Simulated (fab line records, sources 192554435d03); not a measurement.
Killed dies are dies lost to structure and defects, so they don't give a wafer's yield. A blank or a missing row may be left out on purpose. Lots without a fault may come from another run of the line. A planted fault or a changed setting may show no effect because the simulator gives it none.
fab line records | flow n5_finfet
record lots=5 wafers=15 last_day=17
route steps=1938 shown BEOL_M2@847
lots that met no fault: from a run of the same line without faults
start_h: hours from the record's first day to the start of the lot's first wafer shown | wait_h: hours since the lot's step before | " the same as in the row above | L1.1+2: a row that stands for several wafers | - no value, or no start given | * or withheld: withheld | < > ~ a bound
route shown NAME@n: a module of which the file shows steps, and the number in the route of the first | usual: mean/standard deviation of fault-free wafers | same: alike in all rows | chamber/n: place in a boat | sites: the reading at each site | _std_site: their standard deviation | _edge_site: outer sites' mean less inner sites' | radius_mm: how far each site lies from the wafer's centre | mask NAME#n: copy n | behind: the tool/chamber that last shaped the wafer | hold: why the lot was held/for how many hours/how that ended | device: the transistor (n, p or np) that didn't switch | end of line: the same wafers' tests at the end of the route | a step without rows: its recipe alone | killed: dies lost to structure and defects at the first sort, not the wafer's yield | map: a wafer's dies, x killed, . not, _ none there
set.NAME: the setting as run; set.NAME@STEP: as run at that earlier step | model.NAME: the simulator's own value behind a step, which no gauge read
lots at some steps of the route; a table a step, a row a wafer
services: from which hour (start_h, from the record's first day; less than 0 if before it) a tool's chamber was out of use, for how many hours, and why
## steps
# step N5_BEOL_M2_COAT_73
# recipe resist=underlayer temp_c=205 time_s=60 spin_rpm=1500 resist_thk_nm=5
# usual heater_power_total_W=391.7/1.3
# columns lot.wafer tool chamber start_h wait_h heater_power_total_W
L080.2 litho_track-03 0 - - 390.6
L080.4 " 0 " " 392.2
L080.6 " 0 " " 391.2
L086.1 litho_track-03 0 - - 393.7
L086.3 " 0 " " 390.7
L086.4 " 0 " " 390.7
L090.1 litho_track-02 0 - - 393.3
L090.5 " 0 " " 393.7
L090.6 " 0 " " 390.9
L091.3 litho_track-03 0 - - 392.2
L091.5 " 0 " " 393.5
L091.6 " 0 " " 390.2
L092.1 litho_track-03 0 - - 390.0
L092.2 " 0 " " 389.5
L092.4 " 0 " " 390.5
# step N5_BEOL_M2_COAT_05
# recipe resist=CAR-EUV spin_rpm=1500 resist_thk_nm=30
# columns lot.wafer tool chamber start_h wait_h
L080.2+4+6 litho_track-03 0 - -
L086.1+3+4 litho_track-03 0 - -
L090.1+5+6 litho_track-02 0 - -
L091.3+5+6 litho_track-03 0 - -
L092.1+2+4 litho_track-03 0 - -
# step N5_BEOL_M2_EBR_07
# recipe solvent=PGMEA ebr_width_mm=1.5
# columns lot.wafer tool chamber start_h wait_h
L080.2+4+6 litho_track-03 0 - -
L086.1+3+4 litho_track-03 0 - -
L090.1+5+6 litho_track-02 0 - -
L091.3+5+6 litho_track-03 0 - -
L092.1+2+4 litho_track-03 0 - -
# step N5_BEOL_M2_SOFTBAKE_06
# recipe temp_c=110 time_s=60 resist=CAR-EUV
# usual heater_power_total_W=175.5/1.6
# columns lot.wafer tool chamber start_h wait_h heater_power_total_W
L080.2 litho_track-03 0 - - 177.3
L080.4 " 0 " " 176.0
L080.6 " 0 " " 176.4
L086.1 litho_track-03 0 - - 177.6
L086.3 " 0 " " 176.2
L086.4 " 0 " " 174.3
L090.1 litho_track-02 0 - - 177.6
L090.5 " 0 " " 177.6
L090.6 " 0 " " 174.3
L091.3 litho_track-03 0 - - 175.3
L091.5 " 0 " " 175.3
L091.6 " 0 " " 175.6
L092.1 litho_track-03 0 - - 177.2
L092.2 " 0 " " 173.0
L092.4 " 0 " " 175.9
# step N5_BEOL_M2_EXPOSE_08
# recipe mask_id=M2 na=0.33 source_shape=dipole sigma_inner=0.369 sigma_outer=0.767 polarization=unpolarized dose_mj=41.25
# same sigma_outer=0.767
# columns lot.wafer tool chamber start_h wait_h mask
L080.2+4+6 euv_scanner-01 0 177.00 - M2#0
L086.1+3+4 euv_scanner-01 0 216.10 - M2#0
L090.1+5+6 euv_scanner-02 0 232.03 - M2#0
L091.3+5+6 euv_scanner-01 0 238.03 - M2#0
L092.1+2+4 euv_scanner-02 0 241.84 - M2#0
# step N5_BEOL_M2_PEB_09
# recipe peb_temp_c=100 peb_time_s=60 resist=CAR-EUV
# usual heater_power_total_W=154.2/1.1
# columns lot.wafer tool chamber start_h wait_h heater_power_total_W
L080.2 litho_track-03 0 177.06 0.1 155.0
L080.4 " 0 " " 155.3
L080.6 " 0 " " 152.7
L086.1 litho_track-03 0 216.17 0.1 154.6
L086.3 " 0 " " 153.9
L086.4 " 0 " " 154.1
L090.1 litho_track-04 0 232.09 0.1 155.0
L090.5 " 0 " " 152.4
L090.6 " 0 " " 152.9
L091.3 litho_track-02 0 238.09 0.0 152.8
L091.5 " 0 " " 154.8
L091.6 " 0 " " 153.6
L092.1 litho_track-03 0 241.91 0.1 153.8
L092.2 " 0 " " 155.5
L092.4 " 0 " " 155.4
# step N5_BEOL_M2_DEVELOP_10
# recipe develop_time_s=30 developer=TMAH resist=CAR-EUV rinse_liquid=surfactant_rinse dry=air_spin dev_temp_c=23
# columns lot.wafer tool chamber start_h wait_h
L080.2+4+6 litho_track-03 0 - -
L086.1+3+4 litho_track-03 0 - -
L090.1+5+6 litho_track-04 0 - -
L091.3+5+6 litho_track-02 0 - -
L092.1+2+4 litho_track-03 0 - -
# step N5_BEOL_M2_CD_MEAS_11
# recipe target_cd_nm=16.79 landing_energy_ev=500 detector=se_inlens polarity=opening
# usual cd_nm=16.80/0.23
# columns lot.wafer tool chamber start_h wait_h cd_nm
L080.2 cd_sem-03 0 177.13 - 17.31
L080.4 " 0 " " 16.72
L080.6 " 0 " " 16.60
L086.1 cd_sem-03 0 216.24 - 16.98
L086.3 " 0 " " 16.82
L086.4 " 0 " " 16.84
L090.1 cd_sem-03 0 232.16 - 16.80
L090.5 " 0 " " 16.36
L090.6 " 0 " " 16.73
L091.3 cd_sem-01 0 238.16 - 17.25
L091.5 " 0 " " 16.91
L091.6 " 0 " " 16.57
L092.1 cd_sem-03 0 241.97 - 16.87
L092.2 " 0 " " 16.80
L092.4 " 0 " " 17.18
# step N5_BEOL_M2_OVL_MEAS_12
# recipe points_per_wafer=522
# usual M2_OVL=-0.4/0.7
# columns lot.wafer tool chamber start_h wait_h M2_OVL[nm]
L080.2 overlay-02 0 177.16 0.0 0.2
L080.4 " 0 " " -0.7
L080.6 " 0 " " 1.1
L086.1 overlay-01 0 216.27 0.0 -1.0
L086.3 " 0 " " -1.3
L086.4 " 0 " " -0.1
L090.1 overlay-01 0 232.19 0.0 1.2
L090.5 " 0 " " -0.2
L090.6 " 0 " " 0.7
L091.3 overlay-01 0 238.20 0.0 0.6
L091.5 " 0 " " 0.4
L091.6 " 0 " " 0.2
L092.1 overlay-02 0 242.00 0.0 0.3
L092.2 " 0 " " 0.3
L092.4 " 0 " " 0.9
# step N5_BEOL_M2_INSPECT_13
# recipe mode=adi inspect_instrument=brightfield
# usual raw_defect_count=422/89
# columns lot.wafer tool chamber start_h wait_h raw_defect_count
L080.2 defect_inspect-01 - 177.22 0.0 303
L080.4 " - " " 407
L080.6 " - " " 425
L086.1 defect_inspect-02 - 216.33 0.1 408
L086.3 " - " " 376
L086.4 " - " " 375
L090.1 defect_inspect-02 - 232.25 0.1 559
L090.5 " - " " 419
L090.6 " - " " 391
L091.3 defect_inspect-02 - 238.25 0.0 330
L091.5 " - " " 472
L091.6 " - " " 466
L092.1 defect_inspect-01 - 242.06 0.1 404
L092.2 " - " " 279
L092.4 " - " " 415
# step N5_BEOL_M2_DESCUM_16
# recipe chemistry=O2 time_s=7 source_power_w=50 bias_power_w=20 pressure_mtorr=20 rf_frequency_hz=2.712e+07 temp_c=40 resist=CAR-EUV o2_flow_sccm=225
# usual drypump_motor_current_A=5.8/0.5 oes_product_au=0.80/0.077 rf_vpp_V=242.9/1.3 showerhead_plenum_p_Torr=2.08/0.072 throttle_valve_pct=20.41/0.18
# columns lot.wafer tool chamber start_h wait_h drypump_motor_current_A oes_product_au rf_hours_counter_h rf_vpp_V showerhead_plenum_p_Torr throttle_valve_pct
L080.2 rie_diel-04 1 177.25 0.0 5.3 0.82 70 243.9 2.21 20.50
L080.4 " 3 " " 5.9 0.89 22 243.9 2.13 20.24
L080.6 " 3 " " 5.9 0.89 - 244.6 2.13 20.26
L086.1 rie_diel-04 3 216.37 0.0 5.8 0.87 37 244.0 2.13 20.26
L086.3 " 1 " " 5.3 0.80 84 246.1 2.21 20.53
L086.4 " 2 " " 5.5 0.71 188 242.4 2.09 20.72
L090.1 rie_diel-04 1 232.28 0.0 5.3 0.80 89 244.7 2.21 20.53
L090.5 " 0 " " 6.6 0.68 - 241.4 1.98 20.40
L090.6 " 3 " " 5.8 0.85 - 244.5 2.13 20.28
L091.3 rie_diel-06 3 238.28 0.0 5.4 0.82 61 243.2 2.03 19.94
L091.5 " 2 " " 5.8 0.89 - 242.6 2.05 20.23
L091.6 " 3 " " 5.4 0.83 - 241.8 2.03 19.92
L092.1 rie_diel-05 0 242.39 0.3 6.1 0.87 40 241.7 2.04 20.47
L092.2 " 3 " " 6.6 0.73 171 241.9 2.08 20.42
L092.4 " 2 " " 5.1 0.88 31 241.6 2.05 20.16
# step N5_BEOL_M2_ETCH_74
# recipe chemistry=N2/H2 target=underlayer target_depth_a=65 mask_material=CAR-EUV time_s=5.2 ion_energy_ev=200 pressure_mtorr=30 source_w=840 bias_w=150 n2_flow_sccm=200 h2_flow_sccm=200 ends=cleared
# usual drypump_motor_current_A=5.8/0.5 etch_rf_on_time_s=5.19/0.063 oes_product_au=0.69/0.064 rf_vpp_V=523.3/2.7 showerhead_plenum_p_Torr=2.53/0.085 throttle_valve_pct=17.82/0.18
# columns lot.wafer tool chamber start_h wait_h drypump_motor_current_A etch_rf_on_time_s oes_product_au rf_hours_counter_h rf_vpp_V showerhead_plenum_p_Torr throttle_valve_pct
L080.2 rie_diel-04 1 177.28 0.0 5.3 5.13 0.71 70 527.5 2.68 17.90
L080.4 " 3 " " 5.9 5.12 0.77 22 526.9 2.59 17.64
L080.6 " 3 " " 5.9 5.08 0.76 - 525.5 2.59 17.67
L086.1 rie_diel-04 3 216.40 0.0 5.9 5.13 0.74 37 526.1 2.58 17.67
L086.3 " 1 " " 5.3 5.16 0.69 84 528.2 2.67 17.89
L086.4 " 2 " " 5.5 5.16 0.60 188 526.1 2.53 18.09
L090.1 rie_diel-04 1 232.31 0.0 5.3 5.15 0.69 89 527.2 2.67 17.91
L090.5 " 0 " " 6.7 5.24 0.61 - 519.9 2.40 17.90
L090.6 " 3 " " 5.9 5.14 0.73 - 522.5 2.58 17.67
L091.3 rie_diel-06 3 238.31 0.0 5.4 5.19 0.71 61 523.5 2.47 17.33
L091.5 " 2 " " 5.8 5.16 0.76 - 522.4 2.50 17.71
L091.6 " 3 " " 5.4 5.24 0.71 - 521.6 2.47 17.32
L092.1 rie_diel-05 0 242.43 0.0 6.1 5.22 0.72 40 522.3 2.49 17.79
L092.2 " 3 " " 6.6 5.31 0.62 171 524.7 2.54 17.97
L092.4 " 2 " " 5.1 5.22 0.75 31 522.0 2.48 17.54
# step N5_BEOL_M2_ETCH_63
# recipe chemistry=CF4 target=SiARC target_depth_a=156 mask_material=CAR-EUV time_s=26 ion_energy_ev=80 pressure_mtorr=40 source_w=545 bias_w=36 Ar_flow_sccm=100 cf4_flow_sccm=100 ends=cleared
# usual drypump_motor_current_A=5.8/0.5 etch_rf_on_time_s=25.89/0.28 oes_product_au=0.69/0.065 rf_vpp_V=184.0/1.1 showerhead_plenum_p_Torr=2.13/0.07 throttle_valve_pct=15.59/0.2
# columns lot.wafer tool chamber start_h wait_h drypump_motor_current_A etch_rf_on_time_s oes_product_au rf_hours_counter_h rf_vpp_V showerhead_plenum_p_Torr throttle_valve_pct
L080.2 rie_diel-04 1 177.30 0.0 5.3 26.09 0.70 70 185.6 2.25 15.60
L080.4 " 3 " " 5.8 25.90 0.76 22 184.5 2.18 15.40
L080.6 " 3 " " 5.9 25.88 0.76 - 186.3 2.18 15.40
L086.1 rie_diel-04 3 216.42 0.0 5.8 25.70 0.74 37 185.1 2.18 15.44
L086.3 " 1 " " 5.3 25.59 0.69 84 186.5 2.25 15.65
L086.4 " 2 " " 5.5 25.68 0.61 188 183.3 2.14 15.95
L090.1 rie_diel-04 1 232.33 0.0 5.3 26.38 0.68 89 185.8 2.25 15.67
L090.5 " 0 " " 6.7 26.53 0.58 - 182.1 2.03 15.58
L090.6 " 3 " " 5.8 26.16 0.73 - 181.9 2.17 15.45
L091.3 rie_diel-06 3 238.33 0.0 5.5 25.90 0.70 61 183.3 2.09 15.22
L091.5 " 2 " " 5.8 25.98 0.74 - 183.7 2.10 15.33
L091.6 " 3 " " 5.4 25.99 0.70 - 183.3 2.09 15.23
L092.1 rie_diel-05 0 242.45 0.0 6.1 25.71 0.74 40 184.9 2.10 15.66
L092.2 " 3 " " 6.7 26.40 0.63 171 184.9 2.14 15.76
L092.4 " 2 " " 5.1 26.10 0.76 31 182.4 2.10 15.27
# step N5_BEOL_M2_ETCH_64
# recipe chemistry=N2/H2 target=SOC target_depth_a=750 overetch_a=225 mask_material=SiARC temp_c=40 time_s=121.9 ion_energy_ev=200 pressure_mtorr=30 source_w=840 bias_w=150 n2_flow_sccm=200 h2_flow_sccm=200
# usual drypump_motor_current_A=5.8/0.5 oes_product_au=0.61/0.055 rf_vpp_V=523.5/2.7 showerhead_plenum_p_Torr=2.53/0.085 throttle_valve_pct=17.77/0.17
# columns lot.wafer tool chamber start_h wait_h drypump_motor_current_A oes_product_au rf_hours_counter_h rf_vpp_V showerhead_plenum_p_Torr throttle_valve_pct
L080.2 rie_diel-04 1 177.33 0.0 5.3 0.63 70 529.6 2.68 17.82
L080.4 " 3 " " 5.9 0.67 22 525.6 2.59 17.61
L080.6 " 3 " " 5.8 0.67 - 524.2 2.59 17.61
L086.1 rie_diel-04 3 216.45 0.0 5.9 0.65 37 526.6 2.58 17.65
L086.3 " 1 " " 5.3 0.61 84 528.1 2.67 17.82
L086.4 " 2 " " 5.5 0.55 188 525.1 2.53 18.05
L090.1 rie_diel-04 1 232.36 0.0 5.3 0.61 89 528.1 2.67 17.85
L090.5 " 0 " " 6.7 0.53 - 520.8 2.40 17.87
L090.6 " 3 " " 5.9 0.64 - 524.6 2.58 17.64
L091.3 rie_diel-06 3 238.36 0.0 5.5 0.63 61 521.4 2.47 17.28
L091.5 " 2 " " 5.8 0.67 - 522.0 2.50 17.68
L091.6 " 3 " " 5.4 0.62 - 522.4 2.47 17.28
L092.1 rie_diel-05 0 242.47 0.0 6.0 0.65 40 522.9 2.49 17.79
L092.2 " 3 " " 6.6 0.56 171 521.3 2.54 17.91
L092.4 " 2 " " 5.1 0.67 31 523.0 2.48 17.50
# step N5_BEOL_M2_STRIP_65
# recipe chemistry=N2/H2 temp_c=40 n2_flow_sccm=200 h2_flow_sccm=200 rf_frequency_hz=6e+07
# columns lot.wafer tool chamber start_h wait_h
L080.2+4+6 rie_diel-04 1,3,3 177.44 0.1
L086.1+3+4 rie_diel-04 3,1,2 216.56 0.1
L090.1+5+6 rie_diel-04 1,0,3 232.47 0.1
L091.3+5+6 rie_diel-06 3,2,3 238.47 0.1
L092.1+2+4 rie_diel-05 0,3,2 242.59 0.1
# step N5_BEOL_M2_STRIP_75
# recipe chemistry=N2/H2 temp_c=40 n2_flow_sccm=200 h2_flow_sccm=200 rf_frequency_hz=6e+07
# columns lot.wafer tool chamber start_h wait_h
L080.2+4+6 rie_diel-04 1,3,3 177.45 0.0
L086.1+3+4 rie_diel-04 3,1,2 216.57 0.0
L090.1+5+6 rie_diel-04 1,0,3 232.48 0.0
L091.3+5+6 rie_diel-06 3,2,3 238.48 0.0
L092.1+2+4 rie_diel-05 0,3,2 242.60 0.0
# step N5_BEOL_M2_STRIP_66
# recipe chemistry=CF4 resist=SiARC power_w=300 bias_power_w=75 pressure_mtorr=50 cf4_flow_sccm=150 rf_frequency_hz=6e+07
# usual drypump_motor_current_A=5.8/0.5 oes_product_au=0.80/0.072 rf_vpp_V=270.9/1.6 showerhead_plenum_p_Torr=1.79/0.057 throttle_valve_pct=13.55/0.21
# columns lot.wafer tool chamber start_h wait_h drypump_motor_current_A oes_product_au rf_hours_counter_h rf_vpp_V showerhead_plenum_p_Torr throttle_valve_pct
L080.2 rie_diel-04 1 177.46 0.0 5.3 0.82 70 273.2 1.89 13.58
L080.4 " 3 " " 5.8 0.89 22 272.8 1.83 13.38
L080.6 " 3 " " 5.8 0.88 - 272.5 1.83 13.34
L086.1 rie_diel-04 3 216.58 0.0 5.8 0.86 37 272.8 1.82 13.38
L086.3 " 1 " " 5.3 0.80 84 273.1 1.88 13.61
L086.4 " 2 " " 5.5 0.71 188 271.5 1.80 13.93
L090.1 rie_diel-04 1 232.49 0.0 5.3 0.80 89 272.7 1.88 13.63
L090.5 " 0 " " 6.7 0.69 - 270.7 1.70 13.63
L090.6 " 3 " " 5.8 0.85 - 270.1 1.82 13.39
L091.3 rie_diel-06 3 238.49 0.0 5.4 0.82 61 270.4 1.75 13.20
L091.5 " 2 " " 5.8 0.87 - 272.0 1.75 13.27
L091.6 " 3 " " 5.5 0.81 - 268.6 1.75 13.19
L092.1 rie_diel-05 0 242.61 0.0 6.1 0.85 40 269.9 1.77 13.60
L092.2 " 3 " " 6.7 0.74 171 270.9 1.80 13.72
L092.4 " 2 " " 5.1 0.87 31 270.1 1.76 13.25
# step N5_BEOL_M2_HM_OPEN_17
# recipe chemistry=Cl2/BCl3 target_depth_a=200 overetch_a=60 target=TiN mask_material=SOC ion_energy_ev=150 pressure_mtorr=10 icp_w=1000 bias_w=126 Cl2_flow_sccm=53.25 bcl3_flow_sccm=21.75 Ar_flow_sccm=25
# usual bcl3_flow_sccm=21.73/0.067 drypump_motor_current_A=5.5/0.56 oes_product_au=0.70/0.033 throttle_valve_pct=22.15/0.15
# columns lot.wafer tool chamber start_h wait_h bcl3_flow_sccm drypump_motor_current_A oes_product_au rf_hours_counter_h throttle_valve_pct
L080.2 rie_metal-02 1 177.50 0.0 21.68 5.2 0.71 21 22.38
L080.4 " 0 " " 21.75 4.8 0.68 - 22.02
L080.6 " 0 " " 21.62 4.8 0.69 - 22.04
L086.1 rie_metal-01 0 216.62 0.0 21.75 6.3 0.73 16 22.24
L086.3 " 0 " " 21.80 6.3 0.72 - 22.25
L086.4 " 1 " " 21.73 5.6 0.65 - 22.16
L090.1 rie_metal-02 0 232.53 0.0 21.70 4.8 0.67 41 22.03
L090.5 " 0 " " 21.69 4.8 0.66 - 22.06
L090.6 " 1 " " 21.74 5.3 0.69 - 22.38
L091.3 rie_metal-03 1 238.56 0.1 21.73 5.5 0.77 - 22.03
L091.5 " 0 " " 21.64 6.3 0.71 - 21.97
L091.6 " 1 " " 21.80 5.5 0.76 - 22.04
L092.1 rie_metal-02 0 242.65 0.0 21.71 4.8 0.66 41 22.04
L092.2 " 1 " " 21.76 5.2 0.68 27 22.39
L092.4 " 0 " " 21.71 4.8 0.67 - 22.04
# step N5_BEOL_M2_STRIP_19
# recipe chemistry=O2 power_w=400 temp_c=40 pressure_mtorr=30 rf_frequency_hz=6e+07 bias_power_w=0 overash_fraction=0.2 o2_flow_sccm=225
# usual drypump_motor_current_A=5.7/0.44 oes_product_au=0.81/0.075 rf_vpp_V=3.6/0.48 showerhead_plenum_p_Torr=2.08/0.074 throttle_valve_pct=16.61/0.21
# columns lot.wafer tool chamber start_h wait_h drypump_motor_current_A oes_product_au rf_hours_counter_h rf_vpp_V showerhead_plenum_p_Torr throttle_valve_pct
L080.2 rie_diel-04 3 177.71 0.2 5.8 0.90 22 3.3 2.14 16.48
L080.4 " 0 " " 6.6 0.70 225 3.4 2.00 16.64
L080.6 " 0 " " 6.7 0.70 - 3.8 2.00 16.65
L086.1 rie_diel-06 2 216.73 0.1 5.8 0.90 18 3.6 2.05 16.41
L086.3 " 0 " " 5.3 0.82 96 3.7 2.21 16.73
L086.4 " 1 " " 6.0 0.72 209 3.4 1.99 16.65
L090.1 rie_diel-04 3 232.64 0.1 5.8 0.86 41 3.0 2.13 16.52
L090.5 " 1 " " 5.3 0.80 - 3.4 2.21 16.74
L090.6 " 2 " " 5.5 0.70 - 4.7 2.09 16.98
L091.3 rie_diel-04 0 238.64 0.1 6.7 0.68 248 3.3 1.99 16.69
L091.5 " 2 " " 5.5 0.71 - 3.5 2.09 16.99
L091.6 " 0 " " 6.7 0.68 - 3.5 1.99 16.68
L092.1 rie_diel-05 3 242.88 0.2 6.6 0.73 171 3.6 2.08 16.70
L092.2 " 1 " " 5.9 0.84 70 4.0 2.04 16.66
L092.4 " 0 " " 6.1 0.86 40 3.9 2.05 16.67
# step N5_BEOL_M2_CD_MEAS_18
# recipe pitch_nm=36 target_cd_nm=18
# usual cd_nm=18.0/0.32
# columns lot.wafer tool chamber start_h wait_h cd_nm
L080.2 cd_sem-03 - 177.78 0.1 18.3
L080.4 " - " " 18.1
L080.6 " - " " 18.1
L086.1 cd_sem-01 - 216.80 0.0 17.7
L086.3 " - " " 17.7
L086.4 " - " " 17.9
L090.1 cd_sem-03 - 232.71 0.0 18.0
L090.5 " - " " 18.3
L090.6 " - " " 18.0
L091.3 cd_sem-01 - 238.72 0.1 18.5
L091.5 " - " " 18.3
L091.6 " - " " 18.3
L092.1 cd_sem-01 - 242.95 0.0 17.9
L092.2 " - " " 18.3
L092.4 " - " " 17.4
# step N5_BEOL_M2_COAT_67
# recipe resist=SOC temp_c=250 time_s=60 spin_rpm=1500 resist_thk_nm=60
# usual heater_power_total_W=500.2/1.8
# columns lot.wafer tool chamber start_h wait_h heater_power_total_W
L080.2 litho_track-02 0 177.82 0.0 497.6
L080.4 " 0 " " 497.4
L080.6 " 0 " " 498.3
L086.1 litho_track-02 0 216.84 0.0 502.2
L086.3 " 0 " " 497.7
L086.4 " 0 " " 502.2
L090.1 litho_track-04 0 232.75 0.0 501.9
L090.5 " 0 " " 500.0
L090.6 " 0 " " 501.8
L091.3 litho_track-02 0 238.76 0.0 498.7
L091.5 " 0 " " 499.0
L091.6 " 0 " " 497.3
L092.1 litho_track-02 0 242.98 0.0 501.5
L092.2 " 0 " " 502.3
L092.4 " 0 " " 498.4
# step N5_BEOL_M2_COAT_68
# recipe resist=SiARC temp_c=220 time_s=60 spin_rpm=1500 resist_thk_nm=12
# usual heater_power_total_W=427.4/2
# columns lot.wafer tool chamber start_h wait_h heater_power_total_W
L080.2 litho_track-02 0 - - 430.6
L080.4 " 0 " " 426.5
L080.6 " 0 " " 425.4
L086.1 litho_track-02 0 - - 425.9
L086.3 " 0 " " 427.8
L086.4 " 0 " " 427.5
L090.1 litho_track-04 0 - - 429.9
L090.5 " 0 " " 426.6
L090.6 " 0 " " 425.1
L091.3 litho_track-02 0 - - 424.9
L091.5 " 0 " " 430.8
L091.6 " 0 " " 424.3
L092.1 litho_track-02 0 - - 424.9
L092.2 " 0 " " 424.7
L092.4 " 0 " " 424.8
# step N5_BEOL_M2_COAT_76
# recipe resist=underlayer temp_c=205 time_s=60 spin_rpm=1500 resist_thk_nm=5
# usual heater_power_total_W=391.7/1.3
# columns lot.wafer tool chamber start_h wait_h heater_power_total_W
L080.2 litho_track-02 0 - - 389.9
L080.4 " 0 " " 393.8
L080.6 " 0 " " 392.4
L086.1 litho_track-02 0 - - 390.9
L086.3 " 0 " " 390.5
L086.4 " 0 " " 390.9
L090.1 litho_track-04 0 - - 390.3
L090.5 " 0 " " 394.0
L090.6 " 0 " " 390.1
L091.3 litho_track-02 0 - - 390.7
L091.5 " 0 " " 391.5
L091.6 " 0 " " 390.7
L092.1 litho_track-02 0 - - 391.0
L092.2 " 0 " " 393.4
L092.4 " 0 " " 393.4
# step N5_BEOL_M2_COAT_22
# recipe resist=CAR-EUV spin_rpm=1500 resist_thk_nm=30
# columns lot.wafer tool chamber start_h wait_h
L080.2+4+6 litho_track-02 0 - -
L086.1+3+4 litho_track-02 0 - -
L090.1+5+6 litho_track-04 0 - -
L091.3+5+6 litho_track-02 0 - -
L092.1+2+4 litho_track-02 0 - -
# step N5_BEOL_M2_EBR_24
# recipe solvent=PGMEA ebr_width_mm=1.5
# columns lot.wafer tool chamber start_h wait_h
L080.2+4+6 litho_track-02 0 - -
L086.1+3+4 litho_track-02 0 - -
L090.1+5+6 litho_track-04 0 - -
L091.3+5+6 litho_track-02 0 - -
L092.1+2+4 litho_track-02 0 - -
# step N5_BEOL_M2_SOFTBAKE_23
# recipe temp_c=110 time_s=60 resist=CAR-EUV
# usual heater_power_total_W=175.2/1.7
# columns lot.wafer tool chamber start_h wait_h heater_power_total_W
L080.2 litho_track-02 0 - - 174.3
L080.4 " 0 " " 173.0
L080.6 " 0 " " 176.0
L086.1 litho_track-02 0 - - 176.3
L086.3 " 0 " " 173.1
L086.4 " 0 " " 175.4
L090.1 litho_track-04 0 - - 174.9
L090.5 " 0 " " 177.6
L090.6 " 0 " " 174.2
L091.3 litho_track-02 0 - - 174.8
L091.5 " 0 " " 174.6
L091.6 " 0 " " 173.6
L092.1 litho_track-02 0 - - 173.0
L092.2 " 0 " " 177.2
L092.4 " 0 " " 173.2
# step N5_BEOL_M2_EXPOSE_25
# recipe mask_id=V1 na=0.33 source_shape=quasar sigma_inner=0.2 sigma_outer=0.8 polarization=unpolarized defocus_nm=5 dose_mj=63
# same sigma_outer=0.8
# columns lot.wafer tool chamber start_h wait_h mask
L080.2+4+6 euv_scanner-02 0 177.97 - V1#0
L086.1+3+4 euv_scanner-01 0 217.14 - V1#0
L090.1+5+6 euv_scanner-02 0 233.01 - V1#0
L091.3+5+6 euv_scanner-02 0 238.91 - V1#0
L092.1+2+4 euv_scanner-02 0 243.12 - V1#0
# step N5_BEOL_M2_PEB_26
# recipe peb_temp_c=100 peb_time_s=60 resist=CAR-EUV
# usual heater_power_total_W=154.0/1.1
# columns lot.wafer tool chamber start_h wait_h heater_power_total_W
L080.2 litho_track-04 0 178.04 0.1 155.7
L080.4 " 0 " " 154.3
L080.6 " 0 " " 154.9
L086.1 litho_track-02 0 217.22 0.1 153.8
L086.3 " 0 " " 152.9
L086.4 " 0 " " 155.0
L090.1 litho_track-03 0 233.09 0.1 153.0
L090.5 " 0 " " 154.9
L090.6 " 0 " " 155.1
L091.3 litho_track-02 0 238.97 0.1 155.6
L091.5 " 0 " " 155.4
L091.6 " 0 " " 155.3
L092.1 litho_track-03 0 243.20 0.1 155.6
L092.2 " 0 " " 153.1
L092.4 " 0 " " 153.7
# step N5_BEOL_M2_DEVELOP_27
# recipe develop_time_s=30 developer=TMAH resist=CAR-EUV rinse_liquid=surfactant_rinse dry=air_spin dev_temp_c=23
# columns lot.wafer tool chamber start_h wait_h
L080.2+4+6 litho_track-04 0 - -
L086.1+3+4 litho_track-02 0 - -
L090.1+5+6 litho_track-03 0 - -
L091.3+5+6 litho_track-02 0 - -
L092.1+2+4 litho_track-03 0 - -
# step N5_BEOL_M2_CD_MEAS_28
# recipe target_cd_nm=26.2 landing_energy_ev=500 detector=se_inlens target_cd_y_nm=24.1 polarity=opening
# usual cd_nm=26.22/0.23
# columns lot.wafer tool chamber start_h wait_h cd_nm
L080.2 cd_sem-03 0 178.10 - 26.36
L080.4 " 0 " " 26.16
L080.6 " 0 " " 26.37
L086.1 cd_sem-01 0 217.29 - 26.51
L086.3 " 0 " " 25.41
L086.4 " 0 " " 26.77
L090.1 cd_sem-01 0 233.16 - 26.31
L090.5 " 0 " " 26.20
L090.6 " 0 " " 26.01
L091.3 cd_sem-01 0 239.04 - 26.56
L091.5 " 0 " " 26.23
L091.6 " 0 " " 26.12
L092.1 cd_sem-01 0 243.27 - 26.23
L092.2 " 0 " " 26.51
L092.4 " 0 " " 26.13
# step N5_BEOL_M2_OVL_MEAS_29
# recipe points_per_wafer=522
# usual V1_OVL=0.6/0.71
# columns lot.wafer tool chamber start_h wait_h V1_OVL[nm]
L080.2 overlay-01 0 178.14 0.0 1.7
L080.4 " 0 " " 1.6
L080.6 " 0 " " 0.8
L086.1 overlay-02 0 217.32 0.0 0.8
L086.3 " 0 " " -0.5
L086.4 " 0 " " -0.6
L090.1 overlay-01 0 233.19 0.0 0.6
L090.5 " 0 " " 0.0
L090.6 " 0 " " 0.8
L091.3 overlay-01 0 239.08 0.0 0.7
L091.5 " 0 " " -0.9
L091.6 " 0 " " -0.6
L092.1 overlay-01 0 243.30 0.0 1.9
L092.2 " 0 " " 1.7
L092.4 " 0 " " 0.8
# step N5_BEOL_M2_INSPECT_30
# recipe mode=adi inspect_instrument=brightfield
# usual raw_defect_count=425/90
# columns lot.wafer tool chamber start_h wait_h raw_defect_count
L080.2 defect_inspect-01 - 178.19 0.0 302
L080.4 " - " " 416
L080.6 " - " " 439
L086.1 defect_inspect-02 - 217.38 0.1 414
L086.3 " - " " 382
L086.4 " - " " 370
L090.1 defect_inspect-01 - 233.25 0.1 579
L090.5 " - " " 407
L090.6 " - " " 400
L091.3 defect_inspect-01 - 239.13 0.0 375
L091.5 " - " " 480
L091.6 " - " " 514
L092.1 defect_inspect-01 - 243.35 0.1 413
L092.2 " - " " 299
L092.4 " - " " 389
## services
# columns tool chamber start_h hours kind
rie_metal-03 1 162.03 11.1 repair
euv_scanner-02 - 164.11 1.0 pm
euv_scanner-01 0 167.58 - calibration
rie_metal-03 - 169.63 1.4 pm
rie_diel-06 2 170.36 8.9 repair
rie_metal-03 - 171.03 15.6 pm
rie_diel-06 3 172.60 2.8 repair
euv_scanner-01 - 182.38 1.0 pm
euv_scanner-02 0 190.57 - calibration
rie_metal-02 - 196.29 1.2 repair
euv_scanner-01 - 209.66 0.4 repair
euv_scanner-02 - 215.58 12.9 repair
rie_diel-04 3 224.03 4.5 repair
rie_diel-06 - 225.76 0.7 repair
euv_scanner-02 - 228.49 1.0 pm
rie_diel-04 3 235.85 2.8 repair
euv_scanner-01 - 238.53 1.0 pm
## key
fault none
